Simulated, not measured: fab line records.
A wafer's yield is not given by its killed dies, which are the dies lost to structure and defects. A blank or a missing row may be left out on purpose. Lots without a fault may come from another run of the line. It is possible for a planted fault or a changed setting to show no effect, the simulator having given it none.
fab line records	flow nandHarc
record: lots: 24	wafers: 72	lastDay: 33
route steps=1302 shown P_BONDPAD@372 A_ONON_D1@439 A_CHANNEL_HOLE_D1@467 A_CHANNEL_FILL_D1@493
lots that met no fault: taken from a fault-free run of the same line
startH: hours from the record's first day to the start of the lot's first wafer shown	waitH: time in hours since the lot's previous step	" the same as in the row above	L1.1+2: one row covering several wafers at once	- no value present, or no start provided	* or withheld: withheld	< > ~ a bound
route shown NAME@n: NAME is a module with steps in the file, n the number in the route of the first one	usual: average and standard deviation across the fault-free wafers	same: alike in all rows	chamber/n: place in a boat	sites: readings site by site	_std_site: standard deviation across them	_edge_site: the outer-site mean with the inner-site mean subtracted	radiusMm: how far each site lies from the wafer's centre	mask NAME#n: copy n	behind: tool/chamber where the wafer was last shaped	hold: reason for holding the lot/hours on hold/outcome of the hold	device: names the non-switching transistor (n, p or np)	end of line: the same wafers' tests at the end of the route	a step without rows: its recipe alone	killed: at the first sort, the dies lost to defects and structure; wafer yield is something else	map: shows each die of a wafer: x if killed, . if not, _ if none is there
set.NAME: setting as actually run; set.NAME@STEP: the setting as run at that earlier step	model.NAME: the simulator's own value behind a step, which no gauge read
one table for each step of the route and one row for each wafer, over a sample of lots
services: from which hour (startH, from the record's first day; less than 0 if before it) a tool's chamber was out of use, for how many hours, and why
== steps ==
step: NHARC_P_BONDPAD_ETCH_24
recipe: targetDepthA: 300	overEtchFrac: 0.3	timeS: 72.99	ionEnergyEv: 150	cf4FlowSccm: 50	n2FlowSccm: 100	arFlowSccm: 150	rfW: 300	biasW: 100	chemistry: CF4/N2
usual: drypumpMotorCurrentA: 5.8/0.43	oesProductAu: 0.996/0.014	rfVppV: 315.0/1.8	showerheadPlenumPTorr: 2.67/0.094	throttleValvePct: 19.794/0.0092
lot.wafer	tool	chamber	startH	waitH	drypumpMotorCurrentA	oesProductAu	rfHoursCounterH	rfVppV	showerheadPlenumPTorr	throttleValvePct
L074.2	rieDiel-09	0	-	-	5.7	1.019	10.7	317.2	2.82	19.782
L074.3	"	1	"	"	5.4	0.983	11.1	317.8	2.78	19.791
L074.6	"	0	"	"	5.7	1.017	-	317.2	2.82	19.793
L075.2	rieDiel-06	2	-	-	5.7	0.965	0.8	317.7	2.75	19.800
L075.5	"	3	"	"	6.6	1.008	-	313.5	2.58	19.796
L075.6	"	0	"	"	5.7	0.998	-	315.6	2.70	19.789
L076.1	rieDiel-09	3	-	-	6.2	0.984	0.0	316.0	2.73	19.799
L076.3	"	0	"	"	5.7	0.989	0.0	318.8	2.82	19.780
L076.4	"	1	"	"	5.4	0.992	0.0	316.0	2.78	19.795
L077.1	rieDiel-01	3	-	-	5.4	0.997	3.1	314.1	2.63	19.779
L077.4	"	0	"	"	5.4	1.033	2.7	311.2	2.46	19.784
L077.3	"	2	"	"	5.8	0.998	3.1	315.5	2.70	19.808
L078.3	rieDiel-06	3	175.30	0.2	6.6	0.992	2.7	312.4	2.58	19.789
L078.2	"	2	"	"	5.7	0.983	2.5	317.4	2.75	19.794
L078.6	"	0	"	"	5.7	0.989	-	315.8	2.70	19.795
L079.2	rieDiel-06	0	184.99	0.1	5.7	0.981	3.2	314.7	2.70	19.798
L079.3	"	2	"	"	5.7	0.974	3.1	316.3	2.75	19.796
L079.6	"	3	"	"	6.6	0.990	-	314.3	2.58	19.795
L080.4	rieDiel-09	2	-	-	5.2	0.994	1.3	314.6	2.63	19.784
L080.5	"	3	"	"	6.2	0.989	-	316.4	2.73	19.788
L080.6	"	0	"	"	5.7	1.007	-	318.3	2.82	19.778
L081.1	rieDiel-06	0	-	-	5.7	0.998	5.4	315.7	2.70	19.776
L081.2	"	1	"	"	5.1	0.989	3.4	315.9	2.63	19.811
L081.6	"	1	"	"	5.1	0.982	-	313.2	2.63	19.799
L082.1	rieDiel-06	0	-	-	5.6	0.979	5.6	314.9	2.70	19.803
L082.4	"	2	"	"	5.7	0.978	5.2	316.0	2.75	19.807
L082.6	"	3	"	"	6.6	0.989	-	314.0	2.58	19.793
L083.4	rieDiel-06	0	-	-	5.7	0.987	6.4	314.8	2.70	19.794
L083.1	"	3	"	"	6.6	0.998	5.1	314.2	2.58	19.787
L083.6	"	1	"	"	5.1	0.980	-	314.2	2.63	19.803
L084.1	rieDiel-01	1	-	-	6.1	0.998	0.6	315.1	2.69	19.790
L084.2	"	2	"	"	5.9	1.015	0.5	316.1	2.70	19.807
L084.6	"	3	"	"	5.4	0.997	-	314.0	2.63	19.802
L085.2	rieDiel-01	1	-	-	6.1	1.014	0.8	316.8	2.69	19.812
L085.1	"	3	"	"	5.4	0.991	0.9	316.0	2.63	19.791
L085.6	"	0	"	"	5.5	1.018	-	311.6	2.46	19.798
L086.2	rieDiel-06	2	-	-	5.7	1.003	6.9	315.6	2.75	19.785
L086.3	"	3	"	"	6.6	1.004	6.0	312.5	2.58	19.799
L086.5	"	3	"	"	6.5	1.012	-	312.4	2.58	19.800
L088.3	rieDiel-06	2	-	-	5.7	0.989	9.0	314.7	2.75	19.792
L088.1	"	3	"	"	6.6	0.994	8.0	313.2	2.58	19.801
L088.4	"	1	"	"	5.1	0.978	7.8	313.7	2.63	19.797
L087.3	rieDiel-09	1	285.47	0.1	5.3	1.014	6.2	316.8	2.78	19.791
L087.4	"	3	"	"	6.3	0.976	-	314.6	2.72	19.780
L087.5	"	1	"	"	5.4	1.017	-	317.5	2.78	19.784
L089.4	rieDiel-01	1	286.93	0.1	6.1	0.998	-	315.7	2.69	19.784
L089.5	"	2	"	"	5.8	0.996	-	315.2	2.70	19.802
L089.6	"	3	"	"	5.4	0.981	-	314.5	2.63	19.811
L090.3	rieDiel-01	0	-	-	5.4	1.021	1.8	311.8	2.46	19.808
L090.1	"	1	"	"	6.1	0.999	1.8	314.3	2.69	19.796
L090.6	"	0	"	"	5.4	1.012	-	312.8	2.46	19.803
L091.4	rieDiel-01	1	-	-	6.1	1.004	2.3	315.2	2.69	19.803
L091.1	"	3	"	"	5.4	0.982	2.4	314.6	2.63	19.794
L091.5	"	1	"	"	6.1	1.000	-	315.6	2.69	19.798
L092.3	rieDiel-06	2	-	-	5.7	0.992	0.5	316.3	2.75	19.794
L092.4	"	0	"	"	5.7	1.007	0.6	315.5	2.70	19.791
L092.6	"	2	"	"	5.7	0.997	-	316.1	2.75	19.779
L093.2	rieDiel-01	1	331.55	0.2	6.1	1.004	3.3	314.3	2.69	19.798
L093.4	"	3	"	"	5.4	0.996	-	315.2	2.63	19.778
L093.5	"	0	"	"	5.5	1.022	-	310.5	2.46	19.795
L094.4	rieDiel-09	1	-	-	5.4	0.989	0.3	315.8	2.78	19.791
L094.5	"	3	"	"	6.2	0.985	-	316.2	2.72	19.799
L094.6	"	0	"	"	5.7	0.990	-	317.3	2.82	19.790
L095.4	rieDiel-01	2	-	-	5.9	1.015	4.1	315.9	2.70	19.812
L095.3	"	3	"	"	5.4	0.982	4.2	314.0	2.63	19.794
L095.2	"	0	"	"	5.4	1.016	3.7	310.8	2.46	19.799
L096.4	rieDiel-01	2	-	-	5.8	1.004	4.3	316.0	2.70	19.795
L096.6	"	3	"	"	5.4	0.987	-	314.1	2.63	19.796
L096.5	"	0	"	"	5.4	0.995	-	310.7	2.46	19.790
L097.4	rieDiel-09	1	-	-	5.4	0.995	1.9	316.4	2.78	19.793
L097.3	"	3	"	"	6.2	1.002	1.4	316.1	2.72	19.787
L097.5	"	0	"	"	5.7	1.021	-	319.1	2.82	19.820
step: NHARC_A_ONON_D1_THK_MEAS_21
recipe: thkMeasGauge: ellipsometry
usual: thkNm: 999/10
lot.wafer	tool	chamber	startH	waitH	thkNm
L074.2	filmMetro-02	-	171.67	-	1010
L074.3	"	-	"	"	1011
L074.6	"	-	"	"	1010
L075.2	filmMetro-02	-	183.15	-	989
L075.5	"	-	"	"	990
L075.6	"	-	"	"	990
L076.1	filmMetro-02	-	194.55	-	1015
L076.3	"	-	"	"	1014
L076.4	"	-	"	"	1014
L077.1	filmMetro-02	-	203.08	-	991
L077.3	"	-	"	"	993
L077.4	"	-	"	"	993
L078.2	filmMetro-02	-	211.57	-	1012
L078.3	"	-	"	"	1013
L078.6	"	-	"	"	1012
L079.2	filmMetro-01	-	223.01	-	987
L079.3	"	-	"	"	987
L079.6	"	-	"	"	987
L080.4	filmMetro-01	-	237.87	-	991
L080.5	"	-	"	"	993
L080.6	"	-	"	"	992
L081.1	filmMetro-01	-	242.48	-	988
L081.2	"	-	"	"	987
L081.6	"	-	"	"	986
L082.1	filmMetro-02	-	258.83	-	982
L082.4	"	-	"	"	984
L082.6	"	-	"	"	983
L083.1	filmMetro-02	-	271.68	-	989
L083.4	"	-	"	"	991
L083.6	"	-	"	"	990
L084.1	filmMetro-02	-	281.53	-	988
L084.2	"	-	"	"	988
L084.6	"	-	"	"	988
L085.1	filmMetro-02	-	287.01	-	985
L085.2	"	-	"	"	987
L085.6	"	-	"	"	987
L086.2	filmMetro-01	-	295.47	-	1014
L086.3	"	-	"	"	1014
L086.5	"	-	"	"	1015
L087.3	filmMetro-02	-	323.91	-	998
L087.4	"	-	"	"	997
L087.5	"	-	"	"	997
L088.1	filmMetro-01	-	324.06	-	1007
L088.3	"	-	"	"	1008
L088.4	"	-	"	"	1008
L089.4	filmMetro-01	-	324.27	-	1001
L089.5	"	-	"	"	1001
L089.6	"	-	"	"	1003
L090.1	filmMetro-02	-	334.98	-	1001
L090.3	"	-	"	"	1002
L090.6	"	-	"	"	1005
L091.1	filmMetro-01	-	349.59	-	1000
L091.4	"	-	"	"	998
L091.5	"	-	"	"	998
L093.2	filmMetro-02	-	365.76	-	1020
L093.4	"	-	"	"	1019
L093.5	"	-	"	"	1018
L092.3	filmMetro-01	-	365.77	-	1008
L092.4	"	-	"	"	1008
L092.6	"	-	"	"	1007
L094.4	filmMetro-01	-	377.35	-	999
L094.5	"	-	"	"	999
L094.6	"	-	"	"	1000
L095.2	filmMetro-01	-	377.36	-	1007
L095.3	"	-	"	"	1006
L095.4	"	-	"	"	1006
L096.4	filmMetro-02	-	397.28	-	994
L096.5	"	-	"	"	993
L096.6	"	-	"	"	992
L097.3	filmMetro-01	-	412.28	-	993
L097.4	"	-	"	"	994
L097.5	"	-	"	"	995
step: NHARC_A_ONON_D1_THK_MEAS_27
recipe: thkMeasGauge: ellipsometry
usual: thkNm: 996/13
lot.wafer	tool	chamber	startH	waitH	thkNm
L074.2	filmMetro-01	-	172.81	-	1001
L074.3	"	-	"	"	1001
L074.6	"	-	"	"	1001
L075.2	filmMetro-02	-	184.29	-	981
L075.5	"	-	"	"	983
L075.6	"	-	"	"	983
L076.1	filmMetro-02	-	195.68	-	982
L076.3	"	-	"	"	981
L076.4	"	-	"	"	983
L077.1	filmMetro-02	-	204.22	-	1011
L077.3	"	-	"	"	1011
L077.4	"	-	"	"	1011
L078.2	filmMetro-01	-	212.71	-	997
L078.3	"	-	"	"	999
L078.6	"	-	"	"	998
L079.2	filmMetro-01	-	224.15	-	996
L079.3	"	-	"	"	999
L079.6	"	-	"	"	998
L080.4	filmMetro-01	-	239.00	-	1005
L080.5	"	-	"	"	1006
L080.6	"	-	"	"	1005
L081.1	filmMetro-02	-	243.61	-	1005
L081.2	"	-	"	"	1006
L081.6	"	-	"	"	1005
L082.1	filmMetro-02	-	259.98	-	995
L082.4	"	-	"	"	995
L082.6	"	-	"	"	994
L083.1	filmMetro-02	-	272.84	-	979
L083.4	"	-	"	"	978
L083.6	"	-	"	"	979
L084.1	filmMetro-02	-	282.67	-	988
L084.2	"	-	"	"	988
L084.6	"	-	"	"	988
L085.1	filmMetro-02	-	288.14	-	975
L085.2	"	-	"	"	977
L085.6	"	-	"	"	977
L086.2	filmMetro-02	-	296.61	-	990
L086.3	"	-	"	"	989
L086.5	"	-	"	"	988
L087.3	filmMetro-01	-	325.08	-	1001
L087.4	"	-	"	"	1002
L087.5	"	-	"	"	1002
L088.1	filmMetro-02	-	325.19	-	973
L088.3	"	-	"	"	976
L088.4	"	-	"	"	976
L089.4	filmMetro-02	-	325.41	-	993
L089.5	"	-	"	"	993
L089.6	"	-	"	"	992
L090.1	filmMetro-02	-	336.11	-	1016
L090.3	"	-	"	"	1015
L090.6	"	-	"	"	1013
L091.1	filmMetro-02	-	350.72	-	1019
L091.4	"	-	"	"	1020
L091.5	"	-	"	"	1022
L093.2	filmMetro-02	-	366.89	-	984
L093.4	"	-	"	"	984
L093.5	"	-	"	"	986
L092.3	filmMetro-01	-	367.14	-	995
L092.4	"	-	"	"	995
L092.6	"	-	"	"	996
L094.4	filmMetro-01	-	378.49	-	989
L094.5	"	-	"	"	989
L094.6	"	-	"	"	991
L095.2	filmMetro-01	-	378.69	-	1003
L095.3	"	-	"	"	1004
L095.4	"	-	"	"	1003
L096.4	filmMetro-02	-	398.42	-	1027
L096.5	"	-	"	"	1027
L096.6	"	-	"	"	1027
L097.3	filmMetro-02	-	413.42	-	996
L097.4	"	-	"	"	994
L097.5	"	-	"	"	996
step: NHARC_A_CHANNEL_HOLE_D1_ETCH_39
recipe: targetDepthA: 2600	overEtchFrac: 0.3	timeS: 325	ionEnergyEv: 200	n2FlowSccm: 150	h2FlowSccm: 150	arFlowSccm: 0	rfW: 400	biasW: 150	chemistry: N2/H2
usual: drypumpMotorCurrentA: 5.5/0.35	oesProductAu: 1.002/0.016	rfVppV: 429.8/2.5	showerheadPlenumPTorr: 2.01/0.089	throttleValvePct: 14.171/0.0086
lot.wafer	tool	chamber	startH	waitH	drypumpMotorCurrentA	oesProductAu	rfHoursCounterH	rfVppV	showerheadPlenumPTorr	throttleValvePct
L074.3	rieDiel-02	0	-	-	5.1	1.008	11	426.1	1.91	14.179
L074.2	"	2	"	"	5.9	1.000	11	429.6	1.96	14.161
L074.6	"	0	"	"	5.1	1.008	-	425.8	1.91	14.183
L075.2	rieDiel-02	2	-	-	5.9	1.010	11	428.4	1.96	14.177
L075.6	"	2	"	"	5.9	0.997	-	427.9	1.96	14.166
L075.5	"	3	"	"	5.4	0.987	-	432.7	2.08	14.162
L076.4	rieDiel-02	0	-	-	5.1	1.014	14	427.3	1.91	14.165
L076.1	"	2	"	"	6.0	0.994	13	427.5	1.95	14.166
L076.3	"	3	"	"	5.4	0.977	14	431.3	2.08	14.176
L077.4	rieDiel-02	0	-	-	5.1	1.004	15	427.4	1.91	14.166
L077.1	"	2	"	"	6.0	0.995	13	428.0	1.95	14.169
L077.3	"	3	"	"	5.4	0.981	15	430.9	2.08	14.169
L078.2	rieDiel-12	3	-	-	6.1	0.998	33	432.2	2.09	14.176
L078.3	"	0	"	"	6.2	0.993	33	430.1	1.98	14.182
L078.6	"	3	"	"	6.1	0.990	-	430.7	2.09	14.168
L079.2	rieDiel-02	1	-	-	5.6	1.026	0	433.1	2.13	14.181
L079.3	"	0	"	"	5.1	1.005	0	425.7	1.91	14.158
L079.6	"	2	"	"	5.9	0.970	-	427.6	1.95	14.189
L080.4	rieDiel-02	0	-	-	5.1	1.004	1	427.2	1.90	14.164
L080.6	"	0	"	"	5.1	1.013	-	427.5	1.91	14.157
L080.5	"	1	"	"	5.6	1.021	-	433.6	2.13	14.170
L081.2	rieDiel-02	1	-	-	5.6	1.027	2	433.3	2.13	14.179
L081.1	"	2	"	"	5.9	0.978	2	428.5	1.95	14.175
L081.6	"	0	"	"	5.1	1.012	-	426.8	1.90	14.168
L082.4	rieDiel-02	0	-	-	5.1	1.018	3	425.8	1.90	14.159
L082.1	"	1	"	"	5.6	1.014	3	433.1	2.13	14.173
L082.6	"	3	"	"	5.4	0.984	-	432.9	2.08	14.168
L083.4	rieDiel-02	0	-	-	5.1	1.018	5	426.6	1.90	14.169
L083.1	"	1	"	"	5.5	1.033	5	431.8	2.13	14.173
L083.6	"	3	"	"	5.4	0.993	-	431.1	2.08	14.166
L084.1	rieDiel-02	0	-	-	5.1	1.005	6	425.8	1.90	14.165
L084.2	"	1	"	"	5.5	1.020	6	433.0	2.13	14.167
L084.6	"	3	"	"	5.4	1.003	-	431.5	2.08	14.167
L085.1	rieDiel-02	1	-	-	5.5	1.034	7	432.3	2.13	14.159
L085.2	"	2	"	"	5.9	0.987	6	428.0	1.95	14.187
L085.6	"	0	"	"	5.1	1.011	-	427.5	1.90	14.173
L086.3	rieDiel-02	0	-	-	5.1	1.026	8	426.4	1.90	14.175
L086.2	"	1	"	"	5.5	1.026	8	432.7	2.13	14.160
L086.5	"	2	"	"	5.9	0.990	-	426.4	1.95	14.182
L087.3	rieDiel-13	1	-	-	6.2	1.002	46	428.3	1.95	14.167
L087.4	"	3	"	"	5.8	1.021	50	429.5	2.01	14.173
L087.5	"	2	"	"	5.7	1.017	-	425.3	1.89	14.169
L088.1	rieDiel-12	1	-	-	5.4	1.015	15	426.1	1.88	14.173
L088.4	"	2	"	"	5.1	0.994	13	430.1	2.07	14.175
L088.3	"	3	"	"	6.2	0.984	12	431.1	2.08	14.180
L089.4	rieDiel-02	2	-	-	6.0	0.962	8	427.9	1.95	14.185
L089.5	"	2	"	"	6.0	0.973	-	429.6	1.95	14.161
L089.6	"	3	"	"	5.4	0.988	-	432.1	2.08	14.169
L090.3	rieDiel-02	0	-	-	5.1	1.018	10	426.9	1.90	14.174
L090.1	"	3	"	"	5.4	0.994	10	431.2	2.08	14.175
L090.6	"	1	"	"	5.5	1.024	-	431.9	2.13	14.176
L091.1	rieDiel-02	3	-	-	5.4	0.997	11	432.1	2.08	14.180
L091.4	"	1	"	"	5.6	1.031	11	433.2	2.12	14.174
L091.5	"	2	"	"	5.9	0.982	-	428.0	1.95	14.177
L093.2	rieDiel-02	0	-	-	5.1	1.008	14	428.1	1.90	14.151
L093.4	"	1	"	"	5.6	1.029	13	432.8	2.12	14.163
L093.5	"	0	"	"	5.1	1.004	-	425.5	1.90	14.175
L092.4	rieDiel-12	2	-	-	5.1	0.988	30	431.6	2.06	14.183
L092.3	"	3	"	"	6.1	0.999	30	431.0	2.07	14.166
L092.6	"	3	"	"	6.1	1.010	-	431.1	2.07	14.188
L094.4	rieDiel-02	2	-	-	5.9	0.983	13	427.7	1.95	14.176
L094.6	"	0	"	"	5.1	0.999	-	426.5	1.90	14.172
L094.5	"	1	"	"	5.5	1.018	-	432.2	2.12	14.173
L095.4	rieDiel-02	3	-	-	5.4	1.010	15	430.6	2.08	14.166
L095.2	"	0	"	"	5.1	1.002	15	426.8	1.90	14.152
L095.3	"	2	"	"	5.9	0.975	13	427.9	1.95	14.181
L096.4	rieDiel-02	3	-	-	5.4	1.002	-	431.8	2.08	14.176
L096.6	"	1	"	"	5.5	1.016	-	431.3	2.12	14.179
L096.5	"	2	"	"	5.9	1.003	-	427.0	1.95	14.167
L097.3	rieDiel-02	1	-	-	5.5	1.006	2	433.3	2.12	14.164
L097.4	"	0	"	"	5.1	1.016	1	428.0	1.90	14.180
L097.5	"	1	"	"	5.5	1.001	-	432.3	2.12	14.177
step: NHARC_A_CHANNEL_FILL_D1_ALD_03
recipe: targetThkA: 60	pulseTimeS: 60	aldCycles: 58	tempC: 630	pressureTorr: 2	material: SiNx
usual: precursorPulseHeightRel: 1.000/0.021
lot.wafer	tool	chamber	startH	waitH	precursorPulseHeightRel
L074.2	aldSinBatch-03	0	-	-	0.996
L074.3	"	0	"	"	0.998
L074.6	"	0	"	"	0.982
L075.2	aldSinBatch-03	0	-	-	0.997
L075.5	"	0	"	"	0.977
L075.6	"	0	"	"	0.959
L076.1	aldSinBatch-03	0	-	-	1.007
L076.3	"	0	"	"	1.003
L076.4	"	0	"	"	0.969
L077.1	aldSinBatch-01	0	-	-	1.005
L077.3	"	0	"	"	0.981
L077.4	"	0	"	"	1.004
L078.2	aldSinBatch-01	0	-	-	1.032
L078.3	"	0	"	"	0.982
L078.6	"	0	"	"	1.022
L079.2	aldSinBatch-01	0	-	-	0.989
L079.3	"	0	"	"	1.033
L079.6	"	0	"	"	1.019
L080.4	aldSinBatch-03	0	-	-	0.969
L080.5	"	0	"	"	1.015
L080.6	"	0	"	"	0.991
L081.1	aldSinBatch-01	0	-	-	0.988
L081.2	"	0	"	"	0.945
L081.6	"	0	"	"	0.981
L082.1	aldSinBatch-03	0	-	-	0.974
L082.4	"	0	"	"	1.009
L082.6	"	0	"	"	1.012
L083.1	aldSinBatch-03	0	-	-	1.008
L083.4	"	0	"	"	1.003
L083.6	"	0	"	"	1.012
L084.1	aldSinBatch-02	0	-	-	1.017
L084.2	"	0	"	"	0.973
L084.6	"	0	"	"	0.988
L085.1	aldSinBatch-02	0	-	-	0.988
L085.2	"	0	"	"	1.004
L085.6	"	0	"	"	0.982
L086.2	aldSinBatch-03	0	-	-	0.980
L086.3	"	0	"	"	1.008
L086.5	"	0	"	"	1.027
L087.3	aldSinBatch-01	0	-	-	0.991
L087.4	"	0	"	"	1.027
L087.5	"	0	"	"	0.981
L088.1	aldSinBatch-01	0	-	-	1.005
L088.3	"	0	"	"	1.004
L088.4	"	0	"	"	1.007
L089.4	aldSinBatch-01	0	-	-	1.019
L089.5	"	0	"	"	1.009
L089.6	"	0	"	"	1.006
L090.1	aldSinBatch-02	0	-	-	1.008
L090.3	"	0	"	"	0.973
L090.6	"	0	"	"	0.973
L091.1	aldSinBatch-01	0	-	-	0.997
L091.4	"	0	"	"	0.977
L091.5	"	0	"	"	0.974
L092.3	aldSinBatch-01	0	-	-	1.020
L092.4	"	0	"	"	1.028
L092.6	"	0	"	"	1.004
L093.2	aldSinBatch-01	0	-	-	1.003
L093.4	"	0	"	"	0.986
L093.5	"	0	"	"	1.010
L094.4	aldSinBatch-03	0	-	-	1.020
L094.5	"	0	"	"	1.004
L094.6	"	0	"	"	1.031
L095.2	aldSinBatch-01	0	-	-	0.996
L095.3	"	0	"	"	1.001
L095.4	"	0	"	"	1.013
L096.4	aldSinBatch-02	0	-	-	1.047
L096.5	"	0	"	"	0.979
L096.6	"	0	"	"	0.985
L097.3	aldSinBatch-02	0	-	-	0.976
L097.4	"	0	"	"	1.002
L097.5	"	0	"	"	1.006
step: NHARC_A_CHANNEL_FILL_D1_ETCHBACK_20
recipe: targetDepthA: 270	timeS: 13.5	c4f8FlowSccm: withheld	o2FlowSccm: 8	arFlowSccm: withheld	rfW: 600	biasW: 1500	chemistry: C4F8/O2/Ar
usual: oesProductAu: 0.97/0.037	rfVppV: 978/5.8
lot.wafer	tool	chamber	startH	waitH	oesProductAu	rfHoursCounterH	rfVppV
L074.2	rieDiel-08	1	210.44	-	1.00	0.7	971
L074.3	"	2	"	"	1.01	0.7	980
L074.6	"	1	"	"	0.99	-	970
L075.2	rieDiel-03	1	221.18	-	0.93	4.8	978
L075.6	"	3	"	"	0.91	-	975
L075.5	"	0	"	"	0.91	-	987
L076.1	rieDiel-08	3	233.57	-	0.99	2.8	974
L076.3	"	0	"	"	1.00	2.8	975
L076.4	"	1	"	"	0.97	2.2	970
L077.4	rieDiel-10	3	242.31	-	0.93	11.0	980
L077.1	"	0	"	"	1.01	3.6	987
L077.3	"	1	"	"	0.92	10.1	985
L078.3	rieDiel-03	0	248.37	-	0.99	6.6	988
L078.2	"	1	"	"	1.00	6.3	977
L078.6	"	0	"	"	1.00	-	986
L079.2	rieDiel-10	0	259.76	-	1.01	0.1	988
L079.3	"	2	"	"	1.00	0.1	987
L079.6	"	3	"	"	1.02	-	981
L081.2	rieDiel-08	2	276.95	-	0.98	3.3	980
L081.1	"	3	"	"	0.98	3.9	975
L081.6	"	0	"	"	0.99	-	974
L080.6	rieDiel-10	3	276.95	-	0.99	-	981
L080.4	"	1	"	"	0.97	-	984
L080.5	"	2	"	"	1.00	-	986
L082.1	rieDiel-08	1	300.23	-	0.92	5.7	971
L082.4	"	3	"	"	0.92	-	975
L082.6	"	1	"	"	0.92	-	970
L083.1	rieDiel-10	0	316.53	-	1.02	2.9	987
L083.4	"	1	"	"	1.01	3.2	984
L083.6	"	0	"	"	1.02	-	987
L084.1	rieDiel-03	0	316.55	-	0.95	1.3	988
L084.2	"	1	"	"	0.95	1.4	976
L084.6	"	2	"	"	0.95	-	975
L085.1	rieDiel-08	3	332.57	-	0.92	9.6	974
L085.2	"	1	"	"	0.92	9.4	970
L085.6	"	1	"	"	0.93	-	970
L086.3	rieDiel-03	1	341.17	-	0.98	2.4	977
L086.2	"	2	"	"	0.98	1.4	973
L086.5	"	3	"	"	0.97	-	973
L088.3	rieDiel-08	3	361.02	-	1.00	12.6	974
L088.4	"	0	"	"	1.02	7.0	975
L088.1	"	1	"	"	0.98	12.3	971
L087.3	rieDiel-10	2	361.05	-	0.93	6.3	987
L087.4	"	3	"	"	0.94	7.2	979
L087.5	"	0	"	"	0.93	-	988
L089.4	rieDiel-03	0	364.83	-	0.96	2.3	987
L089.5	"	0	"	"	0.96	-	988
L089.6	"	1	"	"	0.97	-	978
L090.1	rieDiel-03	1	372.21	-	0.93	3.9	978
L090.3	"	0	"	"	0.91	2.4	988
L090.6	"	2	"	"	1.01	-	975
L091.1	rieDiel-03	0	389.53	-	0.92	3.0	987
L091.4	"	2	"	"	0.94	-	974
L091.5	"	3	"	"	0.92	-	976
L092.4	rieDiel-03	1	402.47	-	0.92	4.5	976
L092.3	"	3	"	"	0.92	4.3	974
L092.6	"	1	"	"	0.92	-	976
L093.4	rieDiel-08	1	402.54	-	0.91	1.8	969
L093.2	"	2	"	"	0.92	1.9	979
L093.5	"	1	"	"	0.92	-	971
L094.4	rieDiel-08	2	415.66	-	1.00	2.8	978
L094.5	"	0	"	"	1.03	-	975
L094.6	"	1	"	"	0.99	-	970
L095.2	rieDiel-03	1	420.30	-	0.91	5.5	978
L095.3	"	3	"	"	0.91	5.3	973
L095.4	"	0	"	"	1.00	5.0	986
L096.4	rieDiel-10	2	437.10	-	1.00	0.1	986
L096.6	"	3	"	"	1.00	-	979
L096.5	"	0	"	"	0.99	-	987
L097.3	rieDiel-10	2	448.88	-	1.01	0.3	987
L097.4	"	3	"	"	1.01	0.2	982
L097.5	"	2	"	"	1.00	-	985
== services ==
tool	chamber	startH	hours	kind
rieDiel-06	0	118.94	3.8	repair
rieDiel-06	-	130.42	9.0	pm
rieDiel-03	-	132.70	1.8	repair
rieDiel-03	-	134.70	1.1	repair
rieDiel-02	-	137.15	0.5	repair
rieDiel-03	0	139.13	4.1	repair
rieDiel-03	-	150.65	0.3	repair
rieDiel-06	1	167.17	25.8	repair
rieDiel-03	2	167.34	13.6	repair
rieDiel-02	2	180.62	1.3	repair
rieDiel-06	3	194.01	7.7	repair
rieDiel-06	2	196.13	3.6	repair
rieDiel-01	-	203.82	9.0	pm
rieDiel-02	-	216.70	9.0	pm
rieDiel-03	3	227.46	2.8	repair
rieDiel-03	-	281.30	9.0	pm
rieDiel-01	0	283.83	6.9	repair
rieDiel-06	0	286.71	3.3	repair
rieDiel-06	1	291.09	17.1	repair
rieDiel-06	-	307.42	9.0	pm
aldSinBatch-01	-	323.61	10.6	repair
rieDiel-01	2	328.11	8.5	repair
rieDiel-02	-	393.70	9.0	pm
rieDiel-02	0	404.34	6.9	repair
== key ==
fault none
